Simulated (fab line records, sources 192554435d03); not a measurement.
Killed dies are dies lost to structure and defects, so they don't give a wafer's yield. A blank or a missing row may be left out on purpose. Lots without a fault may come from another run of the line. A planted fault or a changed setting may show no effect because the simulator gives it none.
Problem report in the 8D (eight disciplines) form, filled by code | flow n5_finfet | the parts of the form that need people (team, actions taken, sign-off) are left out

1. THE PROBLEM
COMB_M5 at N5_BEOL_M15_RC_MEAS_101 reads a mean of 4.7e-10 S/m on 4 wafers of 2 lots; wafers without a fault read 3.7e-11 S/m with a standard deviation of 6.6e-12. That is +66 standard deviations from the usual mean.
First seen on wafer L141.2, day 17 01:17, on prober-01. The record holds 18 wafers of 6 lots with a number at this step. Rule for "out", or "out of limits": more than 4 standard deviations from the usual mean. The other wafers with a number count as sound.

2. WHAT IT IS AND WHAT IT IS NOT
question                    | is                             | is not
which readings at this step | COMB_M5, COMB_M5_max_site      | COMB_M10, COMB_M13, COMB_M14, COMB_M15, COMB_M6, COMB_M7, COMB_M8, COMB_M8_max_site, COMB_M9, COMB_M9_max_site, SERP_M10, SERP_M12, SERP_M13, SERP_M14, SERP_M6, SERP_M6_max_site, SERP_M8, SERP_M9
which lots                  | L141, L142                     | L125, L126, L139, L144
which wafers of those lots  | L141.2, L141.6, L142.2, L142.6 | L141.1, L142.1
read on which gauges        | prober-01                      | prober-02
when                        | from day 17 01:17              | up to then (10 sound wafers); but 4 sound wafers of L142, L144 came after

3. SUSPECTS, AND WHAT RULES EACH OUT
Counting: a tool at a process step up to the reading stays a suspect if it ran every lot that is out. Sound lots after the first of them don't rule it out here, since some wafers of a struck lot are sound.
- the gauge at N5_BEOL_M15_RC_MEAS_101: kept. All the wafers that are out were read on prober-01, and no step on other tools shows them out.
- rie_diel-02 at N5_BEOL_M5_VIA_ETCH_34 (etches SiCOH lowk in C4F6/O2, target depth 88.3 nm, time 39.2 s): kept. It ran every lot that is out, first L141 (day 13 02:25); its last sound lot up to then is L139 (day 12 23:19).
- ald_metal-04 at N5_BEOL_M5_ALD_86 (deposits TaN, pulse time 2 s, purge time 3 s, co reactant purge time 2 s): kept. It ran every lot that is out, first L141 (day 13 04:49); its last sound lot up to then is L126 (day 9 05:59).
- pvd_sputter-01 at N5_BEOL_M5_SPUTTER_48 (material Cu, target thk 15 nm, time 27.62 s): kept. It ran every lot that is out, first L141 (day 13 05:20).
- pvd_sputter-01 at N5_BEOL_M5_ANNEAL_84 (time 1800 s): kept. It ran every lot that is out, first L141 (day 13 07:35).
- Within ald_metal-04 at N5_BEOL_M5_ALD_86: the wafers that are out ran in chambers 1, 2; their sound lot-mates ran in chambers 0, 3.
Left after counting: rie_diel-02 at N5_BEOL_M5_VIA_ETCH_34, ald_metal-04 at N5_BEOL_M5_ALD_86, pvd_sputter-01 at N5_BEOL_M5_SPUTTER_48, pvd_sputter-01 at N5_BEOL_M5_ANNEAL_84, prober-01 at N5_BEOL_M15_RC_MEAS_101.

4. THE CAUSE (what the simulator had put in)
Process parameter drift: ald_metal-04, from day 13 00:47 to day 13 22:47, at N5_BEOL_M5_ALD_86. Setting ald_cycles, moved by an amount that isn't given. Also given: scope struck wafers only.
Counting left 5 suspects, and this tool is among them.

5. THE CHAIN OF EFFECTS, in route order
Each row: a reading whose mean over the struck wafers that have a number lies more than 3 standard deviations from the usual. Only readings for which the record gives a usual standard deviation are gone through. hours: the time from each lot's start at the first step in this table that gives one to its start at this step, as a median over the lots. sigmas: the change in usual standard deviations.
hours | step                    | reading              | usual       | on struck wafers | change   | sigmas
0     | N5_BEOL_M15_RC_MEAS_101 | COMB_M5              | 3.7e-11 S/m | 4.7e-10          | +4.4e-10 | +66
0     | N5_BEOL_M15_RC_MEAS_101 | COMB_M5_max_site     | 5.4e-11 S/m | 7.6e-10          | +7.0e-10 | +64
0     | N5_BEOL_M15_RC_MEAS_101 | SERP_M5              | 38.5 ohm/um | 33.6             | -4.9     | -3.0
14    | N5_PASSIVATION_PROBE_49 | defect_limited_yield | 91.0 %      | 75.4             | -15.6    | -10
14    | N5_PASSIVATION_PROBE_49 | killed_at_M4_up      | 14          | 180              | +166     | +30
14    | N5_PASSIVATION_PROBE_49 | killed_dies          | 106         | 290              | +184     | +10
14    | N5_PASSIVATION_PROBE_49 | killed_on_rim        | 13          | 40               | +28      | +6.1
14    | N5_PASSIVATION_PROBE_49 | sort_n_pass          | 1074        | 890              | -184     | -10
14    | N5_PASSIVATION_PROBE_49 | sort_yield_pct       | 91.0 %      | 75.4             | -15.6    | -10
The process steps in it:
- N5_PASSIVATION_PROBE_49
Readings that are blank on the struck wafers while sound wafers have them: susceptor_temp_C at N5_BEOL_M5_ALD_86.

6. WHAT WOULD HAVE CAUGHT IT SOONER
In this record the first reading out of limits at a measuring or inspecting step was taken at day 17 01:17, 97 hours after the fault began at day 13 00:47.
All the lots that are out (2) had begun N5_BEOL_M5_ALD_86 on ald_metal-04 by day 17 01:17. A hold on the tool at that time would have spared none of them.
